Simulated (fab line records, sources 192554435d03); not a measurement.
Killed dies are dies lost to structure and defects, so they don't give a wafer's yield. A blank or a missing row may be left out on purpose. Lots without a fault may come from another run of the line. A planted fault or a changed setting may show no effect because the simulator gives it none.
Which tool did it? | flow n5_finfet | 10 lots, 29 wafers sampled, at 4 steps of a route of 1938

WHAT THE GAUGES READ, wafer by wafer
N5_BEOL_M4_RC_MEAS_101. Usual: DIBL_N 36.4 mV/V, standard deviation 1.9; DIBL_P 35.8 mV/V, standard deviation 2.1; IOFF_N 0.158 nA/um, standard deviation 0.029; IOFF_P 0.21 nA/um, standard deviation 0.035; ION_N 676 uA/um, standard deviation 14; ION_P 465 uA/um, standard deviation 9.7; SS_N 71.5 mV/dec, standard deviation 0.66; SS_P 73.4 mV/dec, standard deviation 0.7; VT_N 249.8 mV, standard deviation 3; VT_P -250 mV, standard deviation 3.3.
lot  | measured     | on        | DIBL_N (mV/V)  | DIBL_P (mV/V)  | IOFF_N (nA/um)    | IOFF_P (nA/um) | ION_N (uA/um) | ION_P (uA/um) | SS_N (mV/dec)  | SS_P (mV/dec)  | VT_N (mV)         | VT_P (mV)      | flag
L664 | day 9 10:26  | prober-02 | 38.1 37.7 35.1 | 37.1 36.5 33.8 | 0.194 0.180 0.139 | 0.26 0.25 0.21 | 698 703 691   | 479 489 482   | 71.5 71.7 70.8 | 73.5 73.9 72.7 | 243.8 246.4 249.2 | -245 -247 -247 |
L662 | day 9 10:20  | prober-01 | 38.5 37.8 37.9 | 39.9 36.8 37.4 | 0.219 0.196 0.190 | 0.27 0.21 0.21 | 677 677 665   | 463 455 452   | 71.9 72.8 72.8 | 75.0 73.8 74.1 | 242.7 249.7 250.0 | -249 -251 -253 |
L663 | day 9 11:25  | prober-01 | 34.4 33.5 34.8 | 34.7 33.8 35.7 | 0.131 0.116 0.143 | 0.20 0.19 0.22 | 649 652 674   | 451 456 473   | 71.3 70.9 71.7 | 73.2 73.1 73.1 | 250.7 254.2 250.6 | -249 -249 -248 |
L665 | day 9 17:47  | prober-01 | 37.6 35.9 36.8 | 38.6 36.5 36.9 | 0.163 0.137 0.157 | 0.19 0.17 0.17 | 661 650 659   | 446 443 446   | 70.9 71.0 71.7 | 73.8 73.6 73.1 | 250.5 253.8 250.6 | -253 -256 -257 |
L667 | day 10 10:10 | prober-01 | 34.3 37.0 34.0 | 32.2 34.8 31.5 | 0.113 0.145 0.107 | 0.18 0.22 0.18 | 676 664 661   | 473 462 461   | 70.4 71.4 70.4 | 72.4 73.2 72.1 | 255.0 250.7 254.0 | -251 -247 -250 |
L668 | day 10 17:08 | prober-02 | 37.6 38.4      | 35.5 36.2      | 0.155 0.171       | 0.22 0.22      | 688 690       | 474 471       | 70.3 71.1      | 73.1 73.4      | 249.2 250.3       | -248 -246      |
L669 | day 10 17:44 | prober-01 | 37.8 37.5 35.5 | 37.2 37.2 34.2 | 0.177 0.171 0.135 | 0.26 0.26 0.20 | 676 676 667   | 473 471 465   | 71.2 71.5 70.9 | 73.9 74.0 73.1 | 248.1 248.2 252.9 | -248 -246 -250 |
L673 | day 11 21:34 | prober-01 | 38.9 38.0 41.7 | 37.3 35.8 40.5 | 0.190 0.161 0.228 | 0.27 0.22 0.31 | 707 687 708   | 484 470 482   | 71.1 71.3 72.0 | 73.9 73.3 74.9 | 243.9 248.4 242.3 | -243 -249 -244 |
L676 | day 12 18:08 | prober-01 | 36.4 36.7 36.3 | 36.5 37.1 34.9 | 0.190 0.190 0.168 | 0.23 0.23 0.19 | 687 686 662   | 469 462 455   | 71.2 71.8 71.9 | 73.5 73.0 72.3 | 245.3 244.6 247.2 | -252 -249 -251 |
L675 | day 12 22:19 | prober-01 | 36.3 35.3 37.1 | 36.4 35.0 36.8 | 0.150 0.140 0.162 | 0.20 0.18 0.21 | 664 671 683   | 454 454 460   | 71.9 71.2 71.9 | 73.8 72.8 73.5 | 249.2 251.6 251.9 | -253 -254 -253 |

N5_MIM_TOP_LITHO_OVL_MEAS_11. Usual: MIM_TOP_OVL -1 nm, standard deviation 5.1.
lot  | measured     | on         | MIM_TOP_OVL (nm) | flag
L664 | day 13 15:38 | overlay-01 | -2 -2 4          |
L662 | day 13 11:45 | overlay-02 | 0 3 2            |
L663 | day 13 06:53 | overlay-02 | 0 -1 0           |
L665 | day 13 19:49 | overlay-02 | 1 -3 -8          |
L667 | day 14 11:53 | overlay-02 | -5 -4 -4         |
L668 | day 14 19:46 | overlay-02 | -7 -4            |
L669 | day 14 12:08 | overlay-02 | -4 -10 -6        |
L673 | day 15 22:22 | overlay-02 | -8 -6 -12        |
L676 | day 17 02:15 | overlay-01 | -6 5 3           |
L675 | day 17 03:16 | overlay-01 | 2 0 -3           |

N5_PASSIVATION_OVL_MEAS_60. Usual: TV_OVL -2 nm, standard deviation 5.8.
lot  | measured     | on         | TV_OVL (nm) | flag
L664 | day 13 18:43 | overlay-02 | 3 1 0       |
L662 | day 13 14:20 | overlay-02 | -3 3 4      |
L663 | day 13 09:46 | overlay-02 | -5 -3 3     |
L665 | day 13 22:29 | overlay-01 | -2 0 -2     |
L667 | day 14 14:09 | overlay-01 | 5 7 5       |
L668 | day 14 22:23 | overlay-01 | -9 -4       |
L669 | day 14 14:35 | overlay-02 | -8 0 -3     |
L673 | day 16 01:37 | overlay-01 | -5 -5 -7    |
L676 | day 17 06:41 | overlay-02 | 6 7 1       |
L675 | day 17 08:10 | overlay-01 | 5 -2 -3     |

WHICH TOOL RAN EACH LOT (tool, then ch and the chambers of the sampled wafers, then the start)
lot  | N5_BEOL_M3_SPUTTER_86
L664 | pvd_sputter-02, day 8 10:09
L662 | pvd_sputter-03, day 8 12:22
L663 | pvd_sputter-03, day 8 18:52
L665 | pvd_sputter-03, day 8 21:47
L667 | pvd_sputter-03, day 9 04:07
L668 | pvd_sputter-03, day 9 05:57
L669 | pvd_sputter-02, day 9 09:46
L673 | pvd_sputter-03, day 11 07:52
L676 | pvd_sputter-01, day 11 22:16
L675 | pvd_sputter-01, day 12 00:07
- N5_BEOL_M3_SPUTTER_86: material Cu, target thk 4.5 nm, time 8.29 s.

WHAT THE TOOLS THEMSELVES READ (means of the sampled wafers that have a number; where no wafer has one, the mark that the record gives instead)
N5_BEOL_M3_SPUTTER_86. Usual: throttle_valve_pct 29.9 %, standard deviation 0.95.
lot  | tool           | throttle_valve_pct (%) | flag
L664 | pvd_sputter-02 | 29.7                   |
L662 | pvd_sputter-03 | 29.4                   |
L663 | pvd_sputter-03 | 29.9                   |
L665 | pvd_sputter-03 | 29.8                   |
L667 | pvd_sputter-03 | 29.9                   |
L668 | pvd_sputter-03 | 30.0                   |
L669 | pvd_sputter-02 | 29.9                   |
L673 | pvd_sputter-03 | 29.8                   |
L676 | pvd_sputter-01 | 31.3                   |
L675 | pvd_sputter-01 | 30.2                   |

THE ANSWER, worked out from the rows above alone
Rule: a lot is off if the mean of its wafers that have a number lies more than 3 standard deviations from the usual mean. A lot without any number at a reading at which 4 lots or more have one is off too. The other lots that the step has rows for count as sound. The gauges are gone through in route order, then the tools' own readings, and for those a lot's mean is taken as printed above. The first step at which some lot is off is used, and at that step the reading that is off furthest; a lot without a number counts as furthest.
No lot is off at any reading shown: from this, nothing can be told.

WHAT THE SIMULATOR HAD PUT IN
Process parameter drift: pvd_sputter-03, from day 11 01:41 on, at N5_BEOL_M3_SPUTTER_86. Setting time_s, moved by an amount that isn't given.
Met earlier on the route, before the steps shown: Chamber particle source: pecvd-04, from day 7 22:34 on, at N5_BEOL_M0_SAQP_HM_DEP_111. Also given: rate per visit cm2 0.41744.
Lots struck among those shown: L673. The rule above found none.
